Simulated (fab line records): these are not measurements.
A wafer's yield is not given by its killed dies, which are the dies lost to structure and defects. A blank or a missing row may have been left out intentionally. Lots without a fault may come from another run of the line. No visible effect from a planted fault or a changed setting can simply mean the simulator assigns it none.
A lot that was struck, set against a sound lot + flow n5 finfet + 14 steps out of a route of 1938
Sound: the wafers L979.1, L979.2, L979.3. The struck wafers were L975.3, L975.5, L975.6. The cause comes at the end.
Each step with rows lists, per side, the tool, then ch with its chambers, then its first start. Under that, the readings that differ: sound wafers + struck wafers + difference of the means + sigmas: that difference in standard deviations of wafers without a fault.
alike: readings with means less than 2 such deviations apart, plus words and numbers identical on both sides. not compared: withheld readings, readings lacking a value on some wafer, bounds such as >300 that could conceal the same value, and numbers that have no deviation in the record and whose values overlap.
The two part at a step that has a row with sigmas, a row that says differs or no value, or rows on one side only. Numbers that don't overlap but have no deviation are shown without sigmas and don't part them. A reading that every wafer of one side lacks parts them only if that side has two wafers or more.

N5_BEOL_M5_INSPECT_58: inspects for defects (darkfield).
  sound: defect inspect-02 at day 14 03:29; struck: defect inspect-01 at day 13 01:01
  alike: raw defect count
N5_BEOL_M6_ILD_DEP_00: deposits SiCOH lowk from DEMS/porogen, target thk 179.75 nm, time 33.4 s.
  sound on pecvd-02 ch 1,2, day 14 03:31; struck on pecvd-04 ch 0,1, day 13 01:03
  alike: heater power w, showerhead plenum p Torr, throttle valve pct
N5_BEOL_M6_CURE_74: cures SiCOH lowk, time 240 s.
  sound on uv cure-03 ch 0, day 14 03:37; struck on uv cure-01 ch 1, day 13 01:16
  alike: lamp power pct, wafer_temp_C_max
N5_BEOL_M6_THK_MEAS_01:
  sound: film metro-02 at day 14 04:07; struck: film metro-01 at day 13 01:37
  alike: M6_ILD_THK
N5_BEOL_M6_PECVD_70: deposits SiO2 from TEOS/O2, target thk 20 nm, time 22.7 s.
  sound on pecvd-03 ch 0,1,2, day 14 04:10; struck on pecvd-03 ch 0,1,2, day 13 01:40
  alike: heater power w, showerhead plenum p Torr, throttle valve pct
N5_BEOL_M6_HM_DEP_02: deposits TiN, target thk 20 nm.
  sound: pvd sputter-01 at day 14 05:34; struck: pvd sputter-02 at day 13 03:41
  alike: chamber pressure pa, throttle valve pct
then, 6 steps without rows for these wafers: N5_BEOL_M6_COAT_59 (time 60 s, resist thk 100 nm); N5_BEOL_M6_COAT_60 (time 60 s, resist thk 35 nm); N5_BEOL_M6_COAT_05 (resist thk 90 nm); N5_BEOL_M6_EBR_07; N5_BEOL_M6_SOFTBAKE_06 (time 60 s); N5_BEOL_M6_EXPOSE_08 (exposes mask M6).
N5_BEOL_M6_PEB_09: peb time 60 s.
  struck on litho track-01, day 13 04:07; sound on litho track-01 ch 0, day 14 05:52
  no value came back on the struck wafers for chill plate temp C (C), exhaust pa (Pa); on the sound wafers chill plate temp C (C) reads 23.03 22.95 22.77
then, 1 step without rows for these wafers: N5_BEOL_M6_DEVELOP_10 (develop time 30 s).

## WHERE THEY PART
Within this record, at N5_BEOL_M6_PEB_09 only.

WHY: whatever the simulator had introduced
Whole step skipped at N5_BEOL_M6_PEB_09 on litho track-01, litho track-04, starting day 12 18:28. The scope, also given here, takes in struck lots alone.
